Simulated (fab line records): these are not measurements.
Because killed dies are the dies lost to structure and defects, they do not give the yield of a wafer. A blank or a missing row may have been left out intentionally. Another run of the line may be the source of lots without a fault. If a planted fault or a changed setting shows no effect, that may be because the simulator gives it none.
One fault seen from 2 desks + flow n5 finfet + every desk sees just its own numbers, and what lay behind them comes last

== AT THE METROLOGY DESK ==
What the gauges read, lot by lot, whatever tool the lot ran on: means of the sampled wafers that have a number. A lot is out of limits, marked OUT, if its mean lies more than 4 standard deviations from the usual mean; the brackets give that distance. It has 20 readings, of which 7 appear: the earliest out of limits, and the ones furthest out on some lot.
Columns: A = IOFF_N_LONG at N5_BEOL_M4_RC_MEAS_101, usual 5.45e-05 nA/um; B = IOFF_P_LIN at N5_BEOL_M4_RC_MEAS_101, usual 0.101 nA/um; C = IOFF_P_LONG at N5_BEOL_M4_RC_MEAS_101, usual 0.000106 nA/um; D = ION_N at N5_BEOL_M4_RC_MEAS_101, usual 675 uA/um; E = VT_N at N5_BEOL_M4_RC_MEAS_101, usual 250.4 mV; F = VT_N_LONG at N5_BEOL_M4_RC_MEAS_101, usual 275.5 mV; G = VT_N_LVT at N5_BEOL_M4_RC_MEAS_101, usual 99.1 mV
| lot  | first seen here | A                   | B                | C        | D              | E                | F                | G               |
|------|-----------------|---------------------|------------------|----------|----------------|------------------|------------------|-----------------|
| L173 | day 7 20:24     | 5.26e-05            | 0.114            | 0.000106 | 681            | 250.1            | 277.7            | 97.3            |
| L172 | day 7 23:20     | 5.51e-05            | 0.105            | 0.000109 | 679            | 251.5            | 276.7            | 96.5            |
| L174 | day 8 02:20     | 5.23e-05            | 0.084            | 0.000093 | 663            | 253.5            | 275.3            | 104.2           |
| L178 | day 9 10:29     | 5.12e-05            | 0.099            | 0.000093 | 684            | 251.3            | 277.7            | 98.6            |
| L188 | day 12 12:49    | 5.42e-05            | 0.088            | 0.000102 | 677            | 250.4            | 275.2            | 100.2           |
| L190 | day 12 17:14    | 4.81e-05            | 0.141            | 0.000136 | 666            | 261.6            | 287.7 (+7.2) OUT | 109.8           |
| L192 | day 13 19:52    | 3.57e-05 (-9.0) OUT | 0.158 (+4.0) OUT | 0.000145 | 604 (-5.9) OUT | 278.6 (+9.4) OUT | 302.3 (+16) OUT  | 128.0 (+10) OUT |
| L194 | day 14 08:34    | 5.44e-05            | 0.106            | 0.000122 | 672            | 251.0            | 275.5            | 101.1           |
This desk reports L190, L192 out of limits; the earliest was L190 at day 12 17:14 (VT_N_LONG at N5_BEOL_M4_RC_MEAS_101). Within limits: L173, L172, L174, L178, L188, L194.

== DESK OF THE TOOL OWNER: ald metal-04 ==
The tool's own readings at N5_HKMG_FIN_ALD_91 (deposits TiN, target thk 1 nm, pulse time 1 s, purge time 3 s): means of the sampled wafers that have a number, for each lot that ran on this tool. A lot is out of limits, marked OUT, if its mean lies more than 4 standard deviations from the usual mean; the brackets give that distance.
Columns: A = heater power w at N5_HKMG_FIN_ALD_91, usual 883 W; B = precursor pulse height rel at N5_HKMG_FIN_ALD_91, usual 0.997
| lot  | first seen here | A   | B     |
|------|-----------------|-----|-------|
| L172 | day 4 05:31     | 869 | 1.002 |
| L173 | day 4 08:23     | 852 | 1.006 |
| L174 | day 4 17:43     | 873 | 1.009 |
| L190 | day 9 05:56     | 910 | 1.006 |
| L192 | day 9 08:59     | 847 | 1.013 |
This desk found nothing out of limits on any of the 5 lots.

== BROUGHT TOGETHER ==
An alarm was possible from the metrology desk at day 12 17:14, on L190, L192.
The tool owner's desk saw nothing out of limits.
The tool owner's desk has L190, L192 on record, within its limits.
N5_HKMG_FIN_ALD_91 was run on ald metal-04 by each of the lots named.

== WHAT THE SIMULATOR PUT IN ==
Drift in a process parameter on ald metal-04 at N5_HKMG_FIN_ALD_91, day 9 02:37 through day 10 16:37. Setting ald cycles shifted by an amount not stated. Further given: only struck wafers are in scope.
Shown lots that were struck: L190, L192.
Per desk, hours elapsed from the start of the fault to the first reading out of limits: for the metrology desk, 87.
